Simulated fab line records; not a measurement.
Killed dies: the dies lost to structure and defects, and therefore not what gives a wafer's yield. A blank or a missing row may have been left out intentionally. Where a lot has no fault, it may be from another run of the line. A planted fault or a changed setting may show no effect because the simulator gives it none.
A struck lot beside a sound one / flow n5 finfet / 36 steps out of a route of 1938
Sound: the wafers L475.3, L475.5, L475.6. Wafers struck: L467.2, L467.3, L467.4. Last of all comes the cause.
For every step that has rows: the tool of each side, followed by ch and its chambers, followed by its first start. Under that, the readings that differ: sound wafers / struck wafers / difference of the means / sigmas: that difference in standard deviations of wafers without a fault.
alike: words and numbers the same on both sides, and readings whose means are apart by under 2 such deviations; not compared: readings that were withheld, readings missing a value for some wafer, numbers with overlapping values and no deviation given by the record, and bounds like >300 which may hide the same value.
The two part at a step that has a row with sigmas, a row that says differs or no value, or rows on one side only. Numbers that don't overlap but have no deviation are shown without sigmas and don't part them. A reading that every wafer of one side lacks parts them only if that side has two wafers or more.

first, 9 steps without rows for these wafers: N5_BEOL_M4_ANNEAL_95 (time 240 s); N5_BEOL_M4_SPUTTER_96 (material Cu, target thk 4.5 nm, time 8.29 s); N5_BEOL_M4_ECD_50 (material Cu, target thk 300 nm); N5_BEOL_M4_ANNEAL_51 (time 90 s); N5_BEOL_M4_CMP_52 (polishes, stops on SiOC, t overpolish 6.8 s, target thk 40 nm); N5_BEOL_M4_PRE_CLEAN_60 (time 15 s); N5_BEOL_M4_CO_CAP_55 (material Co, precursor CCTBA/H2, target thk 2 nm, time 102.1 s); N5_BEOL_M4_PRE_CLEAN_56 (time 15 s); N5_BEOL_M4_DEP_57 (deposits SiCN from 3MS/NH3, target thk 8 nm, time 14 s).
N5_BEOL_M4_RC_MEAS_101:
  sound on prober-01 ch 0, day 14 19:47; struck on prober-02 ch 0, day 11 18:33
  alike: DIBL_N, DIBL_P, IOFF_N, IOFF_P, ION_N, ION_P, SS_N, SS_P, VT_N, VT_P
then, 24 steps without rows for these wafers: N5_BEOL_M5_ILD_DEP_00 (deposits SiCOH lowk from DEMS/porogen, target thk 140.64 nm, time 25.9 s); N5_BEOL_M5_CURE_79 (cures SiCOH lowk, time 240 s); N5_BEOL_M5_PECVD_70 (deposits SiO2 from TEOS/O2, target thk 16 nm, time 18 s); N5_BEOL_M5_HM_DEP_02 (deposits TiN, target thk 20 nm); N5_BEOL_M5_COAT_59 (time 60 s, resist thk 60 nm); N5_BEOL_M5_COAT_60 (time 60 s, resist thk 12 nm); N5_BEOL_M5_COAT_71 (time 60 s, resist thk 5 nm); N5_BEOL_M5_COAT_05 (resist thk 30 nm); N5_BEOL_M5_EBR_07; N5_BEOL_M5_SOFTBAKE_06 (time 60 s); N5_BEOL_M5_EXPOSE_08 (exposes mask M5, target cd 28 nm); N5_BEOL_M5_PEB_09 (peb time 60 s); N5_BEOL_M5_DEVELOP_10 (develop time 30 s); N5_BEOL_M5_DESCUM_16 (chemistry O2, time 7 s); N5_BEOL_M5_ETCH_72 (etches underlayer in N2/H2, target depth 6.5 nm, time 5.2 s); N5_BEOL_M5_ETCH_61 (etches SiARC in CF4, target depth 15.6 nm, time 26 s); N5_BEOL_M5_ETCH_62 (etches SOC in N2/H2, target depth 75 nm, overetch 15 nm, time 112.5 s); N5_BEOL_M5_STRIP_63 (strips in N2/H2); N5_BEOL_M5_STRIP_73 (strips in N2/H2); N5_BEOL_M5_STRIP_64 (strips in CF4); N5_BEOL_M5_HM_OPEN_17 (chemistry Cl2/BCl3, target TiN, target depth 20 nm, overetch 6 nm); N5_BEOL_M5_STRIP_19 (strips in O2); N5_BEOL_M5_COAT_65 (time 60 s, resist thk 60 nm); N5_BEOL_M5_COAT_66 (time 60 s, resist thk 12 nm).
N5_BEOL_M9_VIA_ETCH_34: etches SiCOH lowk in C4F6/O2, target depth 182.4 nm, time 68.4 s.
  sound on rie diel-02 ch 1,3, day 16 12:59; struck on rie diel-02 ch 1,2,3, day 13 12:08
  no value came back on the struck wafers for any of 7 readings (C4F6_flow_sccm (sccm), O2_flow_sccm (sccm) and others); on the sound wafers C4F6_flow_sccm (sccm) reads 10.007 9.940 10.031
reading=model.SOC_of_BEOL_M9_COAT_63.thk nm (nm); sound=50.8 50.8 51; struck=60.4 60.2 60.2; difference=+9.4; sigmas=
reading=model.SiARC_of_BEOL_M9_COAT_64.thk nm (nm); sound=0 0 0; struck=6.2 6.4 6.2; difference=+6.3; sigmas=
  not compared: rf hours counter h
-- the record jumps here: 3 days lie between the struck wafers' starts before and after (it left off in module BEOL_M9 and takes up again in module PASSIVATION, whose first step shown is number 1936 of the route) --
N5_PASSIVATION_PROBE_49:
  rows exist in the record for the struck wafers here (prober-02, day 16 00:17), but not for the sound ones

## WHERE THEY PART
First at N5_BEOL_M9_VIA_ETCH_34; last, within this record, at N5_PASSIVATION_PROBE_49.

WHY: what the simulator had put in
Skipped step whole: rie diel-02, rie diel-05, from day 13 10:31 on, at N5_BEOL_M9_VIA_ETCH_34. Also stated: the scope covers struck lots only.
